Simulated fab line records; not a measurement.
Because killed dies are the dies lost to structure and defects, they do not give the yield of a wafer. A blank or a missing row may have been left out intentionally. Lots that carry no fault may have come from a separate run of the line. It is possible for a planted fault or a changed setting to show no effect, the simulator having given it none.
Check for tools in common / flow nandHarc / Sample size 11 lots and 39 wafers

## WHY IT WAS OPENED
At NHARC_A_CONTACT_CD_MEAS_42 the reading cdNm is flagged on 2 of 11 lots. Wafers without a fault read 200.0 nm, standard deviation 0.65.
Rule: a lot is flagged when every wafer of it that has a number lies more than 4 standard deviations from that mean, or none has a number. The rest of the lots are taken to be sound.

lot=L483; measured=day 16 09:02; on=cdSem-01; cdNm (nm), wafer by wafer=200.1 200.4 200.0; flag=
lot=L484; measured=day 16 14:45; on=cdSem-01; cdNm (nm), wafer by wafer=200.0 199.4 199.2; flag=
lot=L488; measured=day 16 18:45; on=cdSem-01; cdNm (nm), wafer by wafer=199.1 199.1 199.5; flag=
lot=L485; measured=day 16 22:23; on=cdSem-02; cdNm (nm), wafer by wafer=199.1 199.9 199.7; flag=
lot=L487; measured=day 17 00:42; on=cdSem-03; cdNm (nm), wafer by wafer=199.8 200.3 200.1; flag=
lot=L490; measured=day 17 18:50; on=cdSem-03; cdNm (nm), wafer by wafer=200.3 200.2 200.4; flag=
lot=L491; measured=day 18 19:35; on=cdSem-02; cdNm (nm), wafer by wafer=214.3 213.5 213.2 214.4 213.7 213.2; flag=FLAGGED
lot=L495; measured=day 19 10:59; on=cdSem-02; cdNm (nm), wafer by wafer=199.4 199.4 199.0; flag=
lot=L496; measured=day 19 11:42; on=cdSem-03; cdNm (nm), wafer by wafer=210.2 210.1 210.4 209.9 209.8 210.3; flag=FLAGGED
lot=L502; measured=day 20 20:29; on=cdSem-02; cdNm (nm), wafer by wafer=199.6 199.6 199.8; flag=
lot=L505; measured=day 21 17:09; on=cdSem-02; cdNm (nm), wafer by wafer=200.3 200.8 200.7; flag=
The mean of the flagged lots' numbers is 211.9 nm, +11.9 nm from the usual (+18 standard deviations).

## EACH LOT AND THE TOOL IT RAN ON
The record holds 3 process steps before the reading, out of a route of 1159 steps. Every cell lists first the tool, next ch and the chambers used by the sampled wafers, and last the start.
lot=L483; flag=; NHARC_A_SLIT_DESCUM_14=rieDiel-09 ch 0,2,3, day 14 15:20; NHARC_A_CONTACT_DEP_29=pecvd-01 ch 1,2, day 16 08:13; NHARC_A_CONTACT_EXPOSE_39=arfiScanner-02 ch 0, day 16 08:53
lot=L484; flag=; NHARC_A_SLIT_DESCUM_14=rieDiel-07 ch 0,1,2, day 14 15:10; NHARC_A_CONTACT_DEP_29=pecvd-01 ch 1,2, day 16 13:56; NHARC_A_CONTACT_EXPOSE_39=arfiScanner-01 ch 0, day 16 14:37
lot=L488; flag=; NHARC_A_SLIT_DESCUM_14=rieDiel-01 ch 1,2,3, day 14 23:05; NHARC_A_CONTACT_DEP_29=pecvd-02 ch 0,1,2, day 16 18:02; NHARC_A_CONTACT_EXPOSE_39=arfiScanner-01 ch 0, day 16 18:37
lot=L485; flag=; NHARC_A_SLIT_DESCUM_14=rieDiel-09 ch 1,3, day 14 23:16; NHARC_A_CONTACT_DEP_29=pecvd-01 ch 0,2, day 16 21:40; NHARC_A_CONTACT_EXPOSE_39=arfiScanner-02 ch 0, day 16 22:14
lot=L487; flag=; NHARC_A_SLIT_DESCUM_14=rieDiel-09 ch 0,1,2, day 15 04:53; NHARC_A_CONTACT_DEP_29=pecvd-02 ch 1,2, day 16 23:58; NHARC_A_CONTACT_EXPOSE_39=arfiScanner-03 ch 0, day 17 00:34
lot=L490; flag=; NHARC_A_SLIT_DESCUM_14=rieDiel-09 ch 1,2,3, day 15 21:46; NHARC_A_CONTACT_DEP_29=pecvd-01 ch 0,2, day 17 18:14; NHARC_A_CONTACT_EXPOSE_39=arfiScanner-03 ch 0, day 17 18:42
lot=L491; flag=FLAGGED; NHARC_A_SLIT_DESCUM_14=rieDiel-09 ch 0,2, day 16 20:41; NHARC_A_CONTACT_DEP_29=pecvd-03 ch 0,2, day 18 18:59; NHARC_A_CONTACT_EXPOSE_39=arfiScanner-01 ch 0, day 18 19:26
lot=L495; flag=; NHARC_A_SLIT_DESCUM_14=rieDiel-07 ch 0,2,3, day 17 14:28; NHARC_A_CONTACT_DEP_29=pecvd-01 ch 0,1, day 19 10:22; NHARC_A_CONTACT_EXPOSE_39=arfiScanner-03 ch 0, day 19 10:51
lot=L496; flag=FLAGGED; NHARC_A_SLIT_DESCUM_14=rieDiel-01 ch 1,2,3, day 17 15:41; NHARC_A_CONTACT_DEP_29=pecvd-01 ch 0,1,2, day 19 11:04; NHARC_A_CONTACT_EXPOSE_39=arfiScanner-01 ch 0, day 19 11:34
lot=L502; flag=; NHARC_A_SLIT_DESCUM_14=rieDiel-01 ch 0,2,3, day 18 16:58; NHARC_A_CONTACT_DEP_29=pecvd-02 ch 0,1,2, day 20 19:46; NHARC_A_CONTACT_EXPOSE_39=arfiScanner-03 ch 0, day 20 20:21
lot=L505; flag=; NHARC_A_SLIT_DESCUM_14=rieDiel-09 ch 1,2,3, day 19 08:46; NHARC_A_CONTACT_DEP_29=pecvd-01 ch 0,1,2, day 21 16:31; NHARC_A_CONTACT_EXPOSE_39=arfiScanner-03 ch 0, day 21 17:01
What these steps do:
- NHARC_A_SLIT_DESCUM_14: chemistry O2, time 3 s.
- NHARC_A_CONTACT_DEP_29: deposits SiON, target thk 70 nm.
- NHARC_A_CONTACT_EXPOSE_39: exposes mask A CC 3.
- NHARC_A_CONTACT_CD_MEAS_42: target cd 200 nm.

## FLAGGED AGAINST TOTAL, ONE TOOL AT A TIME (gauges that did the reading follow at the end)
step=NHARC_A_SLIT_DESCUM_14; tool=rieDiel-01; lots run=3; flagged=1; share of the flagged lots=some; sound lots run after its first flagged lot=1 (L502)
step=NHARC_A_SLIT_DESCUM_14; tool=rieDiel-07; lots run=2; flagged=0; share of the flagged lots=none; sound lots run after its first flagged lot=-
step=NHARC_A_SLIT_DESCUM_14; tool=rieDiel-09; lots run=6; flagged=1; share of the flagged lots=some; sound lots run after its first flagged lot=1 (L505)
step=NHARC_A_CONTACT_DEP_29; tool=pecvd-01; lots run=7; flagged=1; share of the flagged lots=some; sound lots run after its first flagged lot=1 (L505)
step=NHARC_A_CONTACT_DEP_29; tool=pecvd-02; lots run=3; flagged=0; share of the flagged lots=none; sound lots run after its first flagged lot=-
step=NHARC_A_CONTACT_DEP_29; tool=pecvd-03; lots run=1; flagged=1; share of the flagged lots=some; sound lots run after its first flagged lot=0
step=NHARC_A_CONTACT_EXPOSE_39; tool=arfiScanner-01; lots run=4; flagged=2; share of the flagged lots=all; sound lots run after its first flagged lot=0
step=NHARC_A_CONTACT_EXPOSE_39; tool=arfiScanner-02; lots run=2; flagged=0; share of the flagged lots=none; sound lots run after its first flagged lot=-
step=NHARC_A_CONTACT_EXPOSE_39; tool=arfiScanner-03; lots run=5; flagged=0; share of the flagged lots=none; sound lots run after its first flagged lot=-
step=NHARC_A_CONTACT_CD_MEAS_42; tool=cdSem-01; lots run=3; flagged=0; share of the flagged lots=none; sound lots run after its first flagged lot=-
step=NHARC_A_CONTACT_CD_MEAS_42; tool=cdSem-02; lots run=5; flagged=1; share of the flagged lots=some; sound lots run after its first flagged lot=3 (L495,L502,L505)
step=NHARC_A_CONTACT_CD_MEAS_42; tool=cdSem-03; lots run=3; flagged=1; share of the flagged lots=some; sound lots run after its first flagged lot=0

## THE TABLE: WHAT IT ALLOWS
Rows of the table that ran each flagged lot: 1, that is arfiScanner-01 at NHARC_A_CONTACT_EXPOSE_39.
- arfiScanner-01 at NHARC_A_CONTACT_EXPOSE_39 ran 4 lots, 2 of them flagged. It ran its last sound lot, L488, at day 16 18:37 and its first flagged lot, L491, at day 18 19:26: a fault with its onset between the two fits. Its own readings lie more than 4 standard deviations out on every wafer of the flagged lots: exposureDoseMJCm2.
One tool is left: arfiScanner-01 at NHARC_A_CONTACT_EXPOSE_39.

## WHAT WAS PUT IN BY THE SIMULATOR
Drift in process parameters on arfiScanner-01 at NHARC_A_CONTACT_EXPOSE_39, starting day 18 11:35. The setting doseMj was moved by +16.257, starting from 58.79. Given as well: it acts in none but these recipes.
Shown lots that were struck: L491, L496. The rule above found the same.
